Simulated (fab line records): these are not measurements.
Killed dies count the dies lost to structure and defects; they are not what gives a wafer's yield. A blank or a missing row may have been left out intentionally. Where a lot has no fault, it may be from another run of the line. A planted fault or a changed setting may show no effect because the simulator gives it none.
fab line records	flow nand_harc
record: lots: 24	wafers: 72	last_day: 33
route steps=1302 shown P_ZERO_WELL@46 P_STI@89 P_GATE@175 P_CONTACT@233
lots that met no fault: from a run of the same line without faults
start_h: start of the lot's first displayed wafer, in hours after the record's first day	wait_h: hours elapsed since this lot's preceding step	" same as the row above	L1.1+2: one row covering several wafers at once	- no value, or no start given	* or withheld: withheld	< > ~ a bound
route shown NAME@n: names a module that has steps shown in the file, with the first one's number in the route	usual: mean/standard deviation taken from wafers without a fault	same: alike in all rows	chamber/n: place in a boat	sites: readings site by site	_std_site: standard deviation of those values	_edge_site: the outer-site mean with the inner-site mean subtracted	radius_mm: how far each site lies from the wafer's centre	mask NAME#n: copy n	behind: tool/chamber where the wafer was last shaped	hold: cause of the lot's hold/its duration in hours/its outcome	device: names the non-switching transistor (n, p or np)	end of line: at the end of the route, the tests of the same wafers	step lacking rows: just its recipe	killed: the dies lost at the first sort to structure and to defects; this is not the yield of the wafer	map: shows each die of a wafer: x if killed, . if not, _ if none is there
set.NAME: setting as actually run; set.NAME@STEP: the setting as run at that earlier step	model.NAME: the simulator's own value behind a step, which no gauge read
a sample of lots followed through the steps of the route, with each step as a table and each wafer as a row
services: from which hour (start_h, from the record's first day; less than 0 if before it) a tool's chamber was out of use, for how many hours, and why
== steps ==
step: NHARC_P_ZERO_WELL_DESCUM_39
recipe: time_s: 3	o2_flow_sccm: 200	ar_flow_sccm: 0	bias_power_w: 0	chemistry: O2
usual: drypump_motor_current_A: 5.7/0.6	mfc_ar_sccm: 0.007/0.01	oes_product_au: 1.000/0.0075	rf_vpp_V: 57.6/0.96	showerhead_plenum_p_Torr: 1.87/0.063	throttle_valve_pct: 11.311/0.0099
lot.wafer	tool	chamber	start_h	wait_h	drypump_motor_current_A	mfc_ar_sccm	oes_product_au	rf_hours_counter_h	rf_vpp_V	showerhead_plenum_p_Torr	throttle_valve_pct
L074.4	rie_diel-07	2	24.39	-	6.2	0	0.981	11	58.0	1.82	11.308
L074.2	"	0	"	"	6.5	0	0.989	23	59.0	1.82	11.312
L074.6	"	2	"	"	6.2	0	1.000	-	58.7	1.82	11.332
L075.1	rie_diel-04	3	34.36	-	5.4	0.006	1.000	2	56.2	1.91	11.321
L075.5	"	1	"	"	4.9	0	1.000	-	54.2	1.88	11.309
L075.6	"	2	"	"	6.0	0	1.003	-	56.9	1.86	11.315
L076.1	rie_diel-04	2	44.64	-	6.0	0	1.007	5	58.5	1.85	11.317
L076.3	"	0	"	"	5.4	0.008	1.000	6	57.3	1.82	11.305
L076.2	"	1	"	"	4.8	0	1.004	5	56.7	1.88	11.303
L077.2	rie_diel-04	2	55.83	-	6.0	0	1.000	7	57.3	1.85	11.320
L077.3	"	3	"	"	5.4	0.006	0.989	8	57.6	1.91	11.301
L077.4	"	1	"	"	4.9	0	0.988	7	58.3	1.88	11.304
L078.1	rie_diel-06	3	64.42	-	6.7	0	1.004	36	58.4	1.90	11.320
L078.2	"	0	"	"	4.8	0.020	0.996	32	56.9	1.85	11.321
L078.6	"	0	"	"	4.8	0.020	0.987	-	57.6	1.85	11.307
L079.1	rie_diel-04	0	75.08	-	5.4	0.008	1.000	15	57.8	1.81	11.299
L079.2	"	1	"	"	4.8	0	0.997	14	56.7	1.88	11.298
L079.6	"	0	"	"	5.4	0.008	1.004	-	59.4	1.81	11.313
L080.2	rie_diel-06	0	84.33	-	4.8	0.020	1.001	41	57.3	1.85	11.319
L080.1	"	1	"	"	5.9	0.026	1.010	32	57.1	1.79	11.310
L080.4	"	2	"	"	6.3	0	1.000	38	58.0	2.00	11.317
L081.1	rie_diel-04	3	94.25	-	5.4	0.006	0.990	20	57.8	1.90	11.314
L081.5	"	1	"	"	4.8	0	0.983	-	58.0	1.88	11.297
L081.6	"	2	"	"	6.0	0	1.004	-	57.3	1.85	11.329
L082.1	rie_diel-07	0	104.34	-	6.4	0	0.991	56	56.6	1.81	11.305
L082.4	"	1	"	"	5.4	0.031	1.002	50	55.0	2.00	11.317
L082.5	"	0	"	"	6.4	0	0.990	-	58.2	1.81	11.323
L083.2	rie_diel-07	3	114.57	-	5.8	0	1.007	59	58.5	1.85	11.313
L083.3	"	0	"	"	6.4	0	0.998	61	56.7	1.81	11.310
L083.4	"	2	"	"	6.2	0	1.000	45	57.2	1.81	11.302
L084.1	rie_diel-04	0	124.37	-	5.4	0.008	0.997	33	56.9	1.81	11.317
L084.2	"	2	"	"	6.0	0	1.001	31	57.7	1.85	11.321
L084.6	"	1	"	"	4.8	0	0.995	-	56.3	1.87	11.314
L085.1	rie_diel-04	0	134.31	-	5.4	0.008	0.997	36	58.6	1.81	11.318
L085.4	"	2	"	"	6.1	0	1.000	35	57.7	1.85	11.316
L085.6	"	1	"	"	4.8	0	1.002	-	58.0	1.87	11.322
L086.2	rie_diel-06	2	144.86	-	6.3	0	1.005	3	58.5	1.99	11.335
L086.4	"	3	"	"	6.7	0	1.006	2	58.4	1.89	11.312
L086.6	"	2	"	"	6.3	0	0.996	-	58.8	1.99	11.311
L087.1	rie_diel-04	0	154.40	-	5.4	0.008	0.994	48	56.6	1.80	11.301
L087.3	"	1	"	"	4.8	0	0.990	47	57.0	1.87	11.319
L087.2	"	3	"	"	5.4	0.006	0.998	48	57.7	1.90	11.306
L088.4	rie_diel-06	1	164.36	-	5.9	0.026	1.011	8	57.2	1.78	11.296
L088.6	"	0	"	"	4.8	0.020	1.006	-	58.1	1.84	11.311
L088.5	"	1	"	"	5.9	0.026	1.012	-	55.9	1.78	11.301
L089.3	rie_diel-06	2	174.45	-	6.3	0	1.012	13	58.6	1.99	11.322
L089.4	"	0	"	"	4.8	0.020	1.009	10	56.8	1.84	11.312
L089.6	"	2	"	"	6.3	0	1.003	-	57.5	1.99	11.301
L090.3	rie_diel-04	0	184.37	-	5.4	0.008	0.994	57	57.6	1.80	11.322
L090.2	"	2	"	"	6.0	0	1.004	57	57.4	1.84	11.305
L090.6	"	1	"	"	4.8	0	1.004	-	57.9	1.86	11.318
L091.1	rie_diel-06	0	194.77	-	4.8	0.020	0.998	16	57.7	1.83	11.313
L091.4	"	1	"	"	5.9	0.026	1.010	19	56.5	1.78	11.295
L091.5	"	2	"	"	6.3	0	1.007	-	59.2	1.99	11.327
L092.4	rie_diel-07	1	204.17	-	5.4	0.031	0.982	22	57.3	1.99	11.308
L092.3	"	2	"	"	6.2	0	1.001	31	57.4	1.80	11.323
L092.2	"	0	"	"	6.4	0	0.996	29	57.1	1.80	11.309
L093.4	rie_diel-06	0	214.24	-	4.8	0.020	1.001	26	56.5	1.83	11.299
L093.2	"	3	"	"	6.7	0	1.002	25	58.0	1.88	11.323
L093.6	"	1	"	"	5.9	0.026	1.004	-	56.6	1.78	11.311
L094.1	rie_diel-07	2	224.41	-	6.2	0	1.004	37	57.0	1.80	11.336
L094.5	"	1	"	"	5.4	0.031	0.995	-	58.3	1.99	11.313
L094.6	"	2	"	"	6.2	0	1.004	-	56.2	1.80	11.311
L095.1	rie_diel-06	0	234.44	-	4.8	0.020	1.011	32	57.3	1.83	11.302
L095.4	"	2	"	"	6.3	0	1.007	29	59.3	1.98	11.319
L095.6	"	0	"	"	4.8	0.020	1.008	-	55.5	1.83	11.325
L096.1	rie_diel-07	2	244.41	-	6.2	0	0.997	46	55.1	1.79	11.300
L096.5	"	1	"	"	5.4	0.031	0.989	-	58.5	1.98	11.292
L096.6	"	2	"	"	6.2	0	0.995	-	57.8	1.79	11.310
L097.2	rie_diel-04	0	254.41	-	5.4	0.008	0.997	16	56.9	1.80	11.313
L097.4	"	1	"	"	4.9	0	0.991	19	58.0	1.86	11.308
L097.6	"	2	"	"	6.0	0	0.998	-	57.2	1.83	11.319
step: NHARC_P_STI_ETCH_31
recipe: target_depth_a: 1089	time_s: 54.5	cf4_flow_sccm: 100	chf3_flow_sccm: 30	ar_flow_sccm: 0	rf_w: 500	bias_w: 200	chemistry: CF4/CHF3
usual: drypump_motor_current_A: 5.7/0.51	mfc_ar_sccm: 0.010/0.015	oes_product_au: 0.964/0.016	rf_fwd_power_W: 494.4/2.2	rf_vpp_V: 370.3/2.6	showerhead_plenum_p_Torr: 1.56/0.075	throttle_valve_pct: 16.802/0.0093
lot.wafer	tool	chamber	start_h	wait_h	drypump_motor_current_A	mfc_ar_sccm	oes_product_au	rf_fwd_power_W	rf_hours_counter_h	rf_vpp_V	showerhead_plenum_p_Torr	throttle_valve_pct
L074.2	rie_diel-11	3	-	-	5.4	0	0.971	492.6	10	367.1	1.48	16.805
L074.4	"	0	"	"	4.9	0	0.960	496.3	10	369.0	1.53	16.806
L074.6	"	2	"	"	6.6	0	0.983	495.2	-	372.8	1.67	16.794
L075.1	rie_diel-08	2	-	-	5.3	0	0.980	494.2	1	370.9	1.59	16.809
L075.6	"	2	"	"	5.3	0	0.991	494.7	-	371.1	1.59	16.803
L075.5	"	3	"	"	6.3	0.042	0.971	492.0	-	373.8	1.68	16.789
L076.2	rie_diel-08	1	-	-	5.4	0.018	0.975	494.6	2	369.3	1.54	16.807
L076.3	"	2	"	"	5.4	0	0.970	492.9	2	371.4	1.59	16.805
L076.1	"	3	"	"	6.3	0.042	0.957	490.4	2	373.0	1.68	16.807
L077.3	rie_diel-08	3	-	-	6.3	0.042	0.962	489.3	4	373.4	1.68	16.806
L077.2	"	1	"	"	5.4	0.018	0.969	495.8	3	368.0	1.54	16.809
L077.4	"	2	"	"	5.4	0	0.960	496.3	2	370.6	1.59	16.810
L078.1	rie_diel-08	3	-	-	6.3	0.042	0.954	489.9	4	373.8	1.68	16.810
L078.2	"	0	"	"	5.6	0.020	0.959	492.8	4	369.0	1.51	16.807
L078.6	"	0	"	"	5.7	0.020	0.962	494.0	-	367.5	1.51	16.801
L079.2	rie_diel-08	2	-	-	5.3	0	0.936	493.2	3	371.5	1.59	16.788
L079.1	"	1	"	"	5.4	0.018	0.945	495.8	4	370.1	1.54	16.815
L079.6	"	2	"	"	5.4	0	0.946	493.3	-	373.5	1.59	16.791
L080.4	rie_diel-10	0	-	-	5.5	0	0.954	494.1	2	373.9	1.69	16.802
L080.1	"	1	"	"	6.1	0.038	0.955	495.2	2	367.7	1.50	16.796
L080.2	"	3	"	"	6.3	0	0.954	497.7	1	372.2	1.62	16.801
L081.1	rie_diel-11	3	-	-	5.3	0	0.957	492.7	2	367.2	1.48	16.793
L081.6	"	0	"	"	4.9	0	0.965	497.4	-	369.8	1.53	16.806
L081.5	"	1	"	"	5.6	0	0.943	496.4	-	367.1	1.48	16.805
L082.4	rie_diel-11	1	-	-	5.6	0	0.970	495.4	4	367.1	1.48	16.798
L082.1	"	2	"	"	6.6	0	0.974	495.6	4	373.3	1.66	16.808
L082.5	"	0	"	"	4.9	0	0.970	494.3	-	370.1	1.53	16.807
L083.3	rie_diel-08	3	-	-	6.4	0.042	0.957	489.5	6	373.4	1.67	16.799
L083.2	"	0	"	"	5.6	0.020	0.966	493.2	6	368.3	1.51	16.789
L083.4	"	3	"	"	6.4	0.042	0.956	489.4	-	373.9	1.67	16.792
L084.2	rie_diel-11	0	-	-	4.9	0	0.961	495.4	5	370.2	1.53	16.795
L084.1	"	3	"	"	5.4	0	0.979	490.8	5	367.3	1.48	16.787
L084.6	"	1	"	"	5.6	0	0.960	497.2	-	367.0	1.48	16.812
L085.1	rie_diel-08	3	-	-	6.3	0.042	0.958	491.6	7	373.5	1.67	16.788
L085.4	"	0	"	"	5.6	0.020	0.968	494.7	7	369.5	1.51	16.796
L085.6	"	3	"	"	6.3	0.042	0.964	489.6	-	372.6	1.67	16.815
L086.2	rie_diel-08	1	-	-	5.4	0.018	0.966	492.1	6	369.7	1.54	16.814
L086.6	"	2	"	"	5.3	0	0.972	494.7	-	371.3	1.59	16.778
L086.4	"	0	"	"	5.6	0.020	0.963	494.7	-	368.2	1.51	16.801
L087.1	rie_diel-11	1	-	-	5.6	0	0.982	495.4	7	367.4	1.48	16.802
L087.3	"	3	"	"	5.3	0	0.981	496.8	7	366.1	1.48	16.808
L087.2	"	0	"	"	4.9	0	0.971	496.4	7	369.1	1.53	16.804
L088.4	rie_diel-10	0	-	-	5.6	0	0.963	495.7	6	374.3	1.69	16.794
L088.6	"	3	"	"	6.3	0	0.969	495.9	-	371.4	1.62	16.789
L088.5	"	0	"	"	5.6	0	0.955	495.6	-	375.5	1.69	16.792
L089.4	rie_diel-11	1	-	-	5.6	0	0.979	499.2	8	367.0	1.48	16.814
L089.3	"	3	"	"	5.4	0	0.959	494.2	7	368.7	1.48	16.803
L089.6	"	1	"	"	5.6	0	0.971	495.4	-	369.1	1.48	16.797
L090.2	rie_diel-11	1	-	-	5.6	0	0.984	494.4	9	365.8	1.48	16.784
L090.3	"	0	"	"	4.9	0	0.973	497.2	8	368.9	1.53	16.793
L090.6	"	2	"	"	6.6	0	0.983	492.9	-	373.5	1.66	16.800
L091.1	rie_diel-10	2	-	-	6.1	0.014	0.947	494.8	7	368.8	1.54	16.784
L091.4	"	3	"	"	6.4	0	0.957	500.3	7	372.6	1.62	16.794
L091.5	"	2	"	"	6.1	0.014	0.953	492.1	-	370.5	1.54	16.808
L092.2	rie_diel-10	3	-	-	6.3	0	0.918	498.7	7	371.5	1.62	16.805
L092.3	"	1	"	"	6.1	0.038	0.923	496.4	8	368.2	1.50	16.812
L092.4	"	2	"	"	6.1	0.014	0.921	495.5	8	368.0	1.54	16.798
L093.2	rie_diel-08	1	-	-	5.4	0.018	0.966	495.0	1	369.8	1.54	16.812
L093.4	"	2	"	"	5.3	0	0.959	492.8	1	372.0	1.59	16.810
L093.6	"	1	"	"	5.4	0.018	0.981	496.5	-	368.7	1.54	16.789
L094.1	rie_diel-08	2	-	-	5.3	0	0.961	493.5	1	371.1	1.59	16.792
L094.6	"	2	"	"	5.4	0	0.958	493.0	-	371.3	1.59	16.798
L094.5	"	1	"	"	5.4	0.018	0.969	493.6	-	371.8	1.54	16.801
L095.1	rie_diel-11	2	-	-	6.6	0	0.977	495.3	15	372.8	1.66	16.794
L095.4	"	3	"	"	5.4	0	0.987	493.1	14	368.4	1.48	16.799
L095.6	"	0	"	"	4.8	0	0.962	494.4	-	368.8	1.53	16.814
L096.1	rie_diel-11	1	-	-	5.6	0	0.954	495.0	0	366.5	1.47	16.781
L096.6	"	0	"	"	4.9	0	0.964	494.8	-	368.4	1.53	16.790
L096.5	"	1	"	"	5.6	0	0.962	495.5	-	368.4	1.47	16.823
L097.4	rie_diel-11	1	-	-	5.6	0	0.981	493.9	1	367.0	1.47	16.803
L097.2	"	0	"	"	4.9	0	0.964	493.5	1	367.9	1.53	16.810
L097.6	"	2	"	"	6.6	0	0.987	494.1	-	373.5	1.66	16.803
step: NHARC_P_GATE_STRIP_75
recipe: power_w: 1500	temp_c: 250	chemistry: O2
usual: drypump_motor_current_A: 5.4/0.34	heater_power_w: 324/27
lot.wafer	tool	chamber	start_h	wait_h	drypump_motor_current_A	heater_power_w	rf_hours_counter_h
L074.2	plasma_asher-01	1	114.96	0.3	5.8	288	24
L074.4	"	1	"	"	5.8	293	-
L074.6	"	1	"	"	5.9	301	-
L075.1	plasma_asher-02	1	123.95	0.2	5.5	323	33
L075.6	"	0	"	"	5.6	340	-
L075.5	"	1	"	"	5.5	324	-
L076.2	plasma_asher-01	0	128.07	0.3	4.8	303	26
L076.1	"	1	"	"	5.8	291	26
L076.3	"	1	"	"	5.8	288	-
L077.2	plasma_asher-01	1	141.80	0.2	5.8	293	30
L077.4	"	1	"	"	5.8	303	-
L077.3	"	0	"	"	4.8	304	-
L078.2	plasma_asher-02	1	152.33	0.3	5.5	337	3
L078.1	"	0	"	"	5.6	337	3
L078.6	"	0	"	"	5.6	331	-
L079.2	plasma_asher-02	1	167.55	0.3	5.5	350	6
L079.1	"	0	"	"	5.6	346	6
L079.6	"	1	"	"	5.5	350	-
L080.1	plasma_asher-02	1	170.35	0.3	5.5	343	8
L080.2	"	0	"	"	5.6	338	8
L080.4	"	0	"	"	5.6	339	-
L081.1	plasma_asher-02	1	176.67	0.3	5.5	354	11
L081.5	"	1	"	"	5.5	356	-
L081.6	"	0	"	"	5.6	336	-
L082.1	plasma_asher-02	0	192.99	0.2	5.5	346	15
L082.4	"	1	"	"	5.5	361	-
L082.5	"	0	"	"	5.6	348	-
L084.2	plasma_asher-02	1	202.55	0.2	5.5	359	16
L084.1	"	0	"	"	5.6	341	16
L084.6	"	0	"	"	5.6	346	-
L083.2	plasma_asher-02	1	203.04	0.2	5.5	345	16
L083.3	"	0	"	"	5.6	327	-
L083.4	"	1	"	"	5.5	352	-
L085.1	plasma_asher-02	0	219.71	0.3	5.6	340	19
L085.4	"	0	"	"	5.6	333	-
L085.6	"	0	"	"	5.6	339	-
L086.2	plasma_asher-02	1	228.53	0.2	5.5	349	20
L086.4	"	0	"	"	5.6	346	-
L086.6	"	1	"	"	5.5	349	-
L087.2	plasma_asher-01	0	240.62	0.3	4.8	286	14
L087.1	"	1	"	"	5.8	304	14
L087.3	"	0	"	"	4.8	285	-
L088.4	plasma_asher-02	1	255.25	0.2	5.5	353	-
L088.5	"	1	"	"	5.5	358	-
L088.6	"	0	"	"	5.6	337	-
L089.3	plasma_asher-01	1	255.67	0.2	5.8	303	-
L089.4	"	0	"	"	4.8	273	-
L089.6	"	1	"	"	5.8	306	-
L090.2	plasma_asher-01	0	270.13	0.3	4.9	281	20
L090.3	"	1	"	"	5.8	299	-
L090.6	"	0	"	"	4.8	285	-
L092.2	plasma_asher-01	0	283.29	0.2	4.9	279	23
L092.4	"	1	"	"	5.8	295	-
L092.3	"	0	"	"	4.9	279	-
L091.1	plasma_asher-02	0	284.71	0.2	5.6	341	33
L091.4	"	0	"	"	5.6	336	-
L091.5	"	0	"	"	5.6	347	-
L093.2	plasma_asher-01	1	298.65	0.3	5.8	305	26
L093.4	"	1	"	"	5.8	308	-
L093.6	"	1	"	"	5.8	306	-
L094.1	plasma_asher-01	1	312.50	0.3	5.8	306	28
L094.6	"	1	"	"	5.8	305	-
L094.5	"	0	"	"	4.8	286	-
L095.1	plasma_asher-01	0	315.92	0.2	4.8	287	29
L095.4	"	0	"	"	4.8	280	-
L095.6	"	1	"	"	5.8	305	-
L096.1	plasma_asher-02	1	336.08	0.3	5.5	356	2
L096.6	"	1	"	"	5.5	357	-
L096.5	"	0	"	"	5.6	341	-
L097.2	plasma_asher-02	0	343.34	0.2	5.6	353	4
L097.4	"	0	"	"	5.6	339	-
L097.6	"	1	"	"	5.5	349	-
step: NHARC_P_GATE_DEGAS_109
recipe: temp_c: 300	time_s: 60
usual: heater_power_w: 481/40
lot.wafer	tool	chamber	start_h	wait_h	heater_power_w
L074.4	pvd_sputter-01	-	119.73	0.1	493
L074.2	"	-	"	"	495
L074.6	"	-	"	"	493
L075.1	pvd_sputter-02	-	128.58	0.1	554
L075.5	"	-	"	"	477
L075.6	"	-	"	"	440
L076.2	pvd_sputter-01	-	132.74	0.1	546
L076.3	"	-	"	"	469
L076.1	"	-	"	"	496
L077.2	pvd_sputter-03	-	146.30	0.1	444
L077.4	"	-	"	"	490
L077.3	"	-	"	"	492
L078.1	pvd_sputter-01	-	157.17	0.1	491
L078.2	"	-	"	"	546
L078.6	"	-	"	"	499
L079.2	pvd_sputter-01	-	172.29	0.1	490
L079.1	"	-	"	"	475
L079.6	"	-	"	"	498
L080.1	pvd_sputter-01	-	174.97	0.1	502
L080.4	"	-	"	"	468
L080.2	"	-	"	"	484
L081.1	pvd_sputter-02	-	181.20	0.1	438
L081.5	"	-	"	"	434
L081.6	"	-	"	"	456
L082.4	pvd_sputter-01	-	197.62	0.1	488
L082.1	"	-	"	"	470
L082.5	"	-	"	"	544
L084.1	pvd_sputter-02	-	207.08	0.1	434
L084.2	"	-	"	"	453
L084.6	"	-	"	"	469
L083.3	pvd_sputter-01	-	207.68	0.1	543
L083.2	"	-	"	"	473
L083.4	"	-	"	"	473
L085.1	pvd_sputter-02	-	224.43	0.1	461
L085.4	"	-	"	"	471
L085.6	"	-	"	"	453
L086.2	pvd_sputter-03	-	233.12	0.1	487
L086.4	"	-	"	"	493
L086.6	"	-	"	"	479
L087.2	pvd_sputter-02	-	245.36	0.1	475
L087.1	"	-	"	"	431
L087.3	"	-	"	"	465
L088.4	pvd_sputter-03	-	259.99	0.1	417
L088.5	"	-	"	"	483
L088.6	"	-	"	"	420
L089.4	pvd_sputter-01	-	260.43	0.1	502
L089.3	"	-	"	"	546
L089.6	"	-	"	"	509
L090.2	pvd_sputter-03	-	274.75	0.1	434
L090.3	"	-	"	"	415
L090.6	"	-	"	"	402
L092.3	pvd_sputter-01	-	288.01	0.1	497
L092.2	"	-	"	"	512
L092.4	"	-	"	"	537
L091.1	pvd_sputter-01	-	289.32	0.1	542
L091.4	"	-	"	"	500
L091.5	"	-	"	"	541
L093.4	pvd_sputter-02	-	303.28	0.1	448
L093.2	"	-	"	"	508
L093.6	"	-	"	"	439
L094.1	pvd_sputter-01	-	317.59	0.1	558
L094.5	"	-	"	"	481
L094.6	"	-	"	"	512
L095.4	pvd_sputter-02	-	320.59	0.1	491
L095.1	"	-	"	"	406
L095.6	"	-	"	"	477
L096.1	pvd_sputter-02	-	340.73	0.1	495
L096.6	"	-	"	"	488
L096.5	"	-	"	"	412
L097.2	pvd_sputter-02	-	348.22	0.1	440
L097.4	"	-	"	"	493
L097.6	"	-	"	"	447
step: NHARC_P_CONTACT_OVL_MEAS_13
usual: overlay_x_nm: -0.1/0.73	overlay_y_nm: -0.2/0.74
lot.wafer	tool	chamber	start_h	wait_h	overlay_x_nm	overlay_y_nm
L074.2	overlay-02	-	122.39	-	-0.2	-0.3
L074.4	"	-	"	"	0.0	0.0
L074.6	"	-	"	"	0.3	-0.2
L075.1	overlay-02	-	131.10	-	0.6	0.1
L075.5	"	-	"	"	0.8	0.3
L075.6	"	-	"	"	1.0	-0.2
L076.1	overlay-02	-	135.25	-	-0.5	-0.8
L076.2	"	-	"	"	-0.6	-0.7
L076.3	"	-	"	"	-0.8	-1.2
L077.2	overlay-02	-	148.82	-	-0.8	0.6
L077.3	"	-	"	"	-0.4	0.4
L077.4	"	-	"	"	-0.5	0.3
L078.1	overlay-02	-	159.84	-	0.6	-0.2
L078.2	"	-	"	"	0.3	-0.2
L078.6	"	-	"	"	0.2	-0.3
L079.1	overlay-02	-	175.17	-	0.2	0.7
L079.2	"	-	"	"	-0.2	1.0
L079.6	"	-	"	"	-0.7	0.3
L080.1	overlay-02	-	177.62	-	-1.1	-1.5
L080.2	"	-	"	"	-1.5	-1.1
L080.4	"	-	"	"	-0.9	-1.7
L081.1	overlay-02	-	183.74	-	0.9	-1.0
L081.5	"	-	"	"	1.3	-1.3
L081.6	"	-	"	"	1.2	-1.1
L082.1	overlay-01	-	200.39	-	0.9	-0.5
L082.4	"	-	"	"	0.4	-0.1
L082.5	"	-	"	"	0.6	0.0
L084.1	overlay-02	-	209.87	-	-0.7	0.1
L084.2	"	-	"	"	-1.3	0.1
L084.6	"	-	"	"	-0.8	0.0
L083.2	overlay-02	-	210.32	-	-0.7	-0.4
L083.3	"	-	"	"	-1.0	-0.3
L083.4	"	-	"	"	-0.7	-0.4
L085.1	overlay-01	-	226.97	-	-0.4	-0.5
L085.4	"	-	"	"	-0.3	-0.9
L085.6	"	-	"	"	-0.3	-0.9
L086.2	overlay-02	-	235.68	-	0.1	0.3
L086.4	"	-	"	"	-0.2	0.0
L086.6	"	-	"	"	0.4	-0.2
L087.1	overlay-01	-	248.01	-	-0.3	1.2
L087.2	"	-	"	"	-0.4	1.9
L087.3	"	-	"	"	0.2	0.9
L088.4	overlay-01	-	262.80	-	0.9	-0.4
L088.5	"	-	"	"	0.6	-0.9
L088.6	"	-	"	"	0.5	-0.8
L089.3	overlay-02	-	263.13	-	-1.4	0.1
L089.4	"	-	"	"	-1.9	0.3
L089.6	"	-	"	"	-0.8	0.6
L090.2	overlay-02	-	277.40	-	-1.1	-1.0
L090.3	"	-	"	"	-1.2	-0.3
L090.6	"	-	"	"	-0.7	-0.8
L092.2	overlay-02	-	290.56	-	0.2	-0.5
L092.3	"	-	"	"	0.3	-0.1
L092.4	"	-	"	"	-0.7	0.0
L091.1	overlay-02	-	291.97	-	0.8	0.8
L091.4	"	-	"	"	1.0	1.2
L091.5	"	-	"	"	1.0	0.9
L093.2	overlay-02	-	305.93	-	-0.4	-1.3
L093.4	"	-	"	"	0.5	-0.8
L093.6	"	-	"	"	0.5	-1.4
L094.1	overlay-02	-	320.26	-	0.2	0.0
L094.5	"	-	"	"	0.8	0.5
L094.6	"	-	"	"	0.7	0.1
L095.1	overlay-02	-	323.27	-	0.4	0.0
L095.4	"	-	"	"	0.7	-0.1
L095.6	"	-	"	"	0.3	-0.2
L096.1	overlay-02	-	343.38	-	-0.6	-0.4
L096.5	"	-	"	"	-0.5	-1.2
L096.6	"	-	"	"	-0.4	-1.1
L097.2	overlay-01	-	350.88	-	0.6	0.6
L097.4	"	-	"	"	0.8	0.9
L097.6	"	-	"	"	0.4	1.1
step: NHARC_P_CONTACT_PVD_32
recipe: target_thk_a: 50	chamber_pressure_pa: 5	power_w: 5000	substrate_temp_c: 200	time_s: 17.7	material: Ti
usual: cathode_dc_power_W: 5000.0/0.98	throttle_valve_pct: 29.9/0.95
lot.wafer	tool	chamber	start_h	wait_h	cathode_dc_power_W	throttle_valve_pct
L074.4	pvd_sputter-02	-	-	-	4999.8	28.7
L074.2	"	-	"	"	5001.2	30.4
L074.6	"	-	"	"	5000.0	29.4
L075.1	pvd_sputter-02	-	-	-	4998.4	29.6
L075.5	"	-	"	"	5000.9	29.2
L075.6	"	-	"	"	5001.2	29.6
L076.1	pvd_sputter-03	-	-	-	4999.3	30.5
L076.3	"	-	"	"	4999.0	28.2
L076.2	"	-	"	"	5000.8	30.0
L077.3	pvd_sputter-01	-	-	-	4999.2	31.4
L077.4	"	-	"	"	4998.5	29.8
L077.2	"	-	"	"	5000.6	28.9
L078.1	pvd_sputter-02	-	-	-	4999.3	28.4
L078.2	"	-	"	"	5002.3	30.5
L078.6	"	-	"	"	5001.0	29.5
L079.1	pvd_sputter-01	-	-	-	4999.1	31.4
L079.2	"	-	"	"	5001.3	29.6
L079.6	"	-	"	"	4999.9	31.6
L080.1	pvd_sputter-01	-	-	-	5000.2	31.6
L080.4	"	-	"	"	5000.2	29.4
L080.2	"	-	"	"	5000.0	28.8
L081.1	pvd_sputter-02	-	-	-	5000.0	29.4
L081.5	"	-	"	"	5000.0	28.8
L081.6	"	-	"	"	5000.9	30.5
L082.1	pvd_sputter-03	-	-	-	4999.7	29.9
L082.4	"	-	"	"	5001.0	30.2
L082.5	"	-	"	"	4999.7	30.3
L084.1	pvd_sputter-01	-	-	-	5001.3	31.5
L084.2	"	-	"	"	5000.5	28.8
L084.6	"	-	"	"	5000.1	31.5
L083.3	pvd_sputter-03	-	-	-	5002.2	28.8
L083.4	"	-	"	"	5000.4	29.7
L083.2	"	-	"	"	4998.7	29.7
L085.1	pvd_sputter-01	-	-	-	5000.0	28.9
L085.4	"	-	"	"	4999.8	31.1
L085.6	"	-	"	"	5000.9	31.4
L086.2	pvd_sputter-02	-	-	-	5000.8	30.6
L086.4	"	-	"	"	5000.5	29.4
L086.6	"	-	"	"	4998.3	30.7
L087.3	pvd_sputter-01	-	-	-	5000.8	31.0
L087.2	"	-	"	"	5000.7	29.6
L087.1	"	-	"	"	5000.4	29.9
L088.4	pvd_sputter-01	-	-	-	5002.7	31.3
L088.6	"	-	"	"	5000.9	29.5
L088.5	"	-	"	"	4999.8	29.6
L089.4	pvd_sputter-02	-	-	-	5001.0	30.5
L089.3	"	-	"	"	5000.3	29.5
L089.6	"	-	"	"	5000.2	28.5
L090.3	pvd_sputter-01	-	-	-	4999.6	29.5
L090.2	"	-	"	"	4999.9	29.7
L090.6	"	-	"	"	4999.6	29.7
L092.2	pvd_sputter-03	-	-	-	5001.2	30.0
L092.3	"	-	"	"	4999.4	30.1
L092.4	"	-	"	"	5000.9	28.8
L091.4	pvd_sputter-03	-	-	-	5001.7	29.9
L091.1	"	-	"	"	5000.4	30.1
L091.5	"	-	"	"	5000.1	29.9
L093.2	pvd_sputter-03	-	-	-	4999.0	30.1
L093.4	"	-	"	"	4998.5	28.9
L093.6	"	-	"	"	5000.0	30.0
L094.1	pvd_sputter-01	-	-	-	4999.5	31.2
L094.5	"	-	"	"	5000.1	29.7
L094.6	"	-	"	"	4999.7	31.3
L095.1	pvd_sputter-03	-	-	-	4999.5	29.9
L095.4	"	-	"	"	4999.4	29.7
L095.6	"	-	"	"	4999.5	29.4
L096.1	pvd_sputter-03	-	-	-	4997.8	29.2
L096.6	"	-	"	"	5001.3	29.8
L096.5	"	-	"	"	5000.0	30.3
L097.2	pvd_sputter-02	-	-	-	5000.3	29.9
L097.4	"	-	"	"	4998.7	30.1
L097.6	"	-	"	"	5002.4	30.0
== services ==
tool	chamber	start_h	hours	kind
rie_diel-08	2	8.83	2.5	repair
rie_diel-04	-	13.78	9.0	pm
rie_diel-08	-	13.88	9.0	pm
rie_diel-08	2	27.32	3.9	repair
rie_diel-11	1	29.63	4.4	repair
rie_diel-11	3	31.25	4.0	repair
rie_diel-08	1	37.72	4.4	repair
pvd_sputter-01	-	57.39	10.0	pm
rie_diel-11	-	79.11	9.0	pm
plasma_asher-01	-	86.13	3.1	repair
pvd_sputter-03	-	93.60	2.8	repair
pvd_sputter-02	-	104.00	10.0	pm
plasma_asher-02	-	130.93	9.0	pm
pvd_sputter-01	-	135.43	3.0	repair
pvd_sputter-03	-	170.00	10.0	pm
pvd_sputter-01	-	235.39	10.0	pm
pvd_sputter-03	-	280.02	3.6	repair
pvd_sputter-02	-	282.00	10.0	pm
pvd_sputter-01	-	303.20	2.5	repair
pvd_sputter-02	-	304.60	3.6	repair
plasma_asher-02	-	307.93	9.0	pm
pvd_sputter-03	-	347.13	1.3	repair
pvd_sputter-03	-	348.45	10.0	pm
pvd_sputter-01	-	352.17	0.5	repair
== key ==
fault none
